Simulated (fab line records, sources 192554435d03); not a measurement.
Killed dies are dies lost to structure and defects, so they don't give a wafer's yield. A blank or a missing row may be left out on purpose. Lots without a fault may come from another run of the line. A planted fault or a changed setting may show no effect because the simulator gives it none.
Chamber matching | flow n5_finfet | N5_BEOL_M8_STRIP_36 on rie_diel-03: 4 sister chambers
The step strips in N2/H2. 20 wafers are shown with their chamber, then 10 later ones without.

WAFERS WITH THEIR CHAMBER
wafer  | chamber | drypump_motor_current_A (A) | throttle_valve_pct (%) | showerhead_plenum_p_Torr (Torr)
L076.1 | 3       | 5.1                         | 23.70                  | 2.40
L076.2 | 1       | 6.1                         | 23.06                  | 2.50
L076.5 | 0       | 6.2                         | 23.81                  | 2.62
L077.1 | 3       | 5.1                         | 23.67                  | 2.40
L077.2 | 0       | 6.2                         | 23.82                  | 2.62
L077.5 | 3       | 5.1                         | 23.71                  | 2.40
L081.2 | 0       | 6.2                         | 23.85                  | 2.61
L081.5 | 2       | 5.2                         | 23.36                  | 2.48
L081.6 | 3       | 5.1                         | 23.71                  | 2.40
L085.2 | 1       | 6.1                         | 23.11                  | 2.49
L085.4 | 3       | 5.2                         | 23.72                  | 2.39
L085.5 | 2       | 5.2                         | 23.32                  | 2.47
L084.4 | 3       | 5.2                         | 23.73                  | 2.39
L084.5 | 3       | 5.2                         | 23.73                  | 2.40
L084.6 | 0       | 6.2                         | 23.84                  | 2.61
L087.4 | 0       | 6.2                         | 23.83                  | 2.60
L087.5 | 3       | 5.1                         | 23.72                  | 2.39
L087.6 | 0       | 6.2                         | 23.86                  | 2.60
L089.1 | 0       | 6.2                         | 23.84                  | 2.60
L089.5 | 3       | 5.1                         | 23.73                  | 2.39

SIGNATURES (means of the wafers above)
reading                  | chamber 0 | chamber 1 | chamber 2 | chamber 3 | scatter within a chamber
drypump_motor_current_A  | 6.200     | 6.100     | 5.200     | 5.133     | 0.0354
throttle_valve_pct       | 23.8357   | 23.0850   | 23.3400   | 23.7133   | 0.0206
showerhead_plenum_p_Torr | 2.6086    | 2.4950    | 2.4750    | 2.3956    | 0.00711
Rule: a wafer's distance from a chamber is the root of the sum, over the readings, of the square of ((its reading less the chamber's mean) divided by the reading's scatter). The wafer belongs to the nearest chamber; if the next one is less than 2 further off, it can't be placed. The scatter: the root of (the sum of the squares of (reading less its chamber's mean) over the shown wafers, divided by (wafers less chambers)).

WAFERS WITHOUT THEIR CHAMBER
wafer  | drypump_motor_current_A (A) | throttle_valve_pct (%) | showerhead_plenum_p_Torr (Torr)
L089.6 | 5.2                         | 23.37                  | 2.47
L088.1 | 6.2                         | 23.86                  | 2.60
L088.3 | 5.2                         | 23.36                  | 2.47
L088.5 | 6.2                         | 23.86                  | 2.60
L093.3 | 6.1                         | 23.14                  | 2.48
L093.5 | 5.1                         | 23.30                  | 2.70
L093.6 | 5.2                         | 23.42                  | 2.46
L094.1 | 5.2                         | 23.38                  | 2.46
L094.4 | 6.2                         | 23.42                  | 2.60
L094.5 | 5.1                         | 23.31                  | 2.70

WHICH CHAMBER EACH WENT THROUGH
wafer  | from the rows above     | in truth
L089.6 | 2                       | 2
L088.1 | 0                       | 0
L088.3 | 2                       | 2
L088.5 | 0                       | 0
L093.3 | 1                       | 1
L093.5 | 2                       | 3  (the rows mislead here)
L093.6 | 2                       | 2
L094.1 | 2                       | 2
L094.4 | can't be placed: 0 or 1 | 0
L094.5 | 2                       | 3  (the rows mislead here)
Placed correctly: 7 of 10. Can't be placed from these rows: 1 (the true chamber is among the candidates in 1). Placed wrongly: 2.
